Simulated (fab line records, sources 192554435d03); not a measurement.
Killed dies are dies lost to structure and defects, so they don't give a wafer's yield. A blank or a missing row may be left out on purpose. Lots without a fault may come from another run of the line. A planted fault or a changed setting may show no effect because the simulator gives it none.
Chamber matching | flow n5_finfet | N5_BEOL_M9_DEP_56 on pecvd-02: 3 sister chambers
The step deposits SiCN from 3MS/NH3, target thk 15 nm, time 26.5 s. 6 wafers are shown with their chamber, then 9 later ones without.

WAFERS WITH THEIR CHAMBER
wafer  | chamber | throttle_valve_pct (%) | rf_fwd_power_W (W)
L080.6 | 2       | 8.0                    | 201.0
L081.3 | 0       | 8.6                    | 199.4
L081.6 | 1       | 9.3                    | 197.7
L087.4 | 1       | 9.6                    | 198.9
L087.5 | 0       | 8.5                    | 199.5
L087.6 | 2       | 8.3                    | 200.7

WAFERS WITHOUT THEIR CHAMBER
wafer  | throttle_valve_pct (%) | rf_fwd_power_W (W)
L088.2 | 8.8                    | 201.4
L088.4 | 8.6                    | 200.9
L088.6 | 9.5                    | 199.0
L093.1 | 8.6                    | 200.2
L093.3 | 9.4                    | 198.8
L093.4 | 8.3                    | 200.9
L097.3 | 8.3                    | 200.4
L097.4 | 9.6                    | 197.5
L097.6 | 9.6                    | 197.0

WHICH CHAMBER EACH WENT THROUGH
wafer  | from the rows above     | in truth
L088.2 | can't be placed: 2 or 0 | 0
L088.4 | can't be placed: 2 or 0 | 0
L088.6 | 1                       | 1
L093.1 | can't be placed: 0 or 2 | 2
L093.3 | 1                       | 1
L093.4 | 2                       | 2
L097.3 | can't be placed: 2 or 0 | 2
L097.4 | 1                       | 1
L097.6 | 1                       | 1
Placed correctly: 5 of 9. Can't be placed from these rows: 4 (the true chamber is among the candidates in 4). Placed wrongly: 0.
How it was worked out, from the rows above alone: a wafer's distance from a chamber is the root of the sum, over the readings, of the square of ((its reading less the chamber's mean) divided by the reading's scatter). The wafer belongs to the nearest chamber; if the next one is less than 2 further off, it can't be placed. A chamber's mean is the mean of its shown wafers. The scatter: the root of (the sum of the squares of (reading less its chamber's mean) over the shown wafers, divided by (wafers less chambers)).
